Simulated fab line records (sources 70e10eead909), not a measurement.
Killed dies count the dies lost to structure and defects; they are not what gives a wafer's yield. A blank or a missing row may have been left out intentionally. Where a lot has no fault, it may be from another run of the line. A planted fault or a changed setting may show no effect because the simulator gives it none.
Code-filled problem report in 8D (eight disciplines) form	flow nand-harc	the parts of the form that need people (team, actions taken, sign-off) are left out

== 1. WHAT IS WRONG ==
run-length-s at NHARC_P_M2_ETCH_35 reads a mean of 54.0 s on 3 wafers of 2 lots; wafers without a fault read 65.1 s with a standard deviation of 0.33. That is -34 standard deviations from the usual mean.
The step: etches the open film in N2/H2, target depth 40 nm, overetch 12 nm, time 43.94 s.
First seen on wafer L615.6, day 12 13:58, on rie-diel-03. At this step, 33 wafers from 11 lots have a number in the record. The rule behind "out" and "out of limits": a value lying over 4 standard deviations away from the usual mean. Any other wafer with a number is counted as sound.

== 2. WHAT IT IS AND WHAT IT IS NOT ==
question	is	is not
which readings at this step	run-length-s	drypump-motor-current-A, oes-product-au, rf-vpp-V, showerhead-plenum-p-Torr, throttle-valve-pct
which lots	L615, L617	L601, L604, L606, L608, L610, L620, L621, L623, L624
which wafers of those lots	L615.6, L617.1, L617.6	L615.3, L615.4, L617.4
read on which tools	rie-diel-03	rie-diel-01, rie-diel-05
when	from day 12 13:58	up to then (17 sound wafers); but 13 sound wafers of L617, L620, L621, L623, L624 came after

== 3. THE SUSPECTS, EACH WITH WHAT RULES IT OUT ==
Counting: a tool at a process step up to the reading stays a suspect if it ran every lot that is out. Sound lots after the first of them don't rule it out here, since some wafers of a struck lot are sound.
- rie-diel-03 at NHARC_P_M2_ETCH_35 (etches the open film in N2/H2, target depth 40 nm, overetch 12 nm, time 43.94 s): kept. It processed each lot that is out (first: L615, day 12 13:58); up to then, its last sound lot is L610 (day 10 07:01). Out on those wafers are its own readings of run-length-s.
- At NHARC_P_M2_ETCH_35, inside rie-diel-03: chamber 1 took the wafers that are out, while their sound lot-mates went through chambers 0, 2, 3.
Remaining after the count: rie-diel-03 at NHARC_P_M2_ETCH_35.

== 4. THE CAUSE (what the simulator had put in) ==
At NHARC_P_M2_ETCH_35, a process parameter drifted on rie-diel-03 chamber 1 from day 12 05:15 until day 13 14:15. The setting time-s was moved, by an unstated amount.
After counting, this tool was the only one left.

== 5. THE CHAIN OF EFFECTS, in route order ==
One row per reading whose mean, taken over the struck wafers that have a number, lies over 3 standard deviations from the usual. Only readings whose record carries a usual standard deviation are examined. hours: median over the lots of the time between each lot's start at the first step of this table that gives one and its start at this step. sigmas: the change, counted in usual standard deviations.
hours	step	reading	usual	on struck wafers	change	sigmas
0	NHARC_P_M2_ETCH_35	run-length-s	65.1 s	54.0	-11.1	-34
The process steps in it:
- NHARC_P_M2_ETCH_35: etches the open film in N2/H2, target depth 40 nm, overetch 12 nm, time 43.94 s.

== 6. WHAT WOULD HAVE CAUGHT IT SOONER ==
9 hours passed between the start of the fault at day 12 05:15 and the first reading out of limits in this record, taken at day 12 13:58.
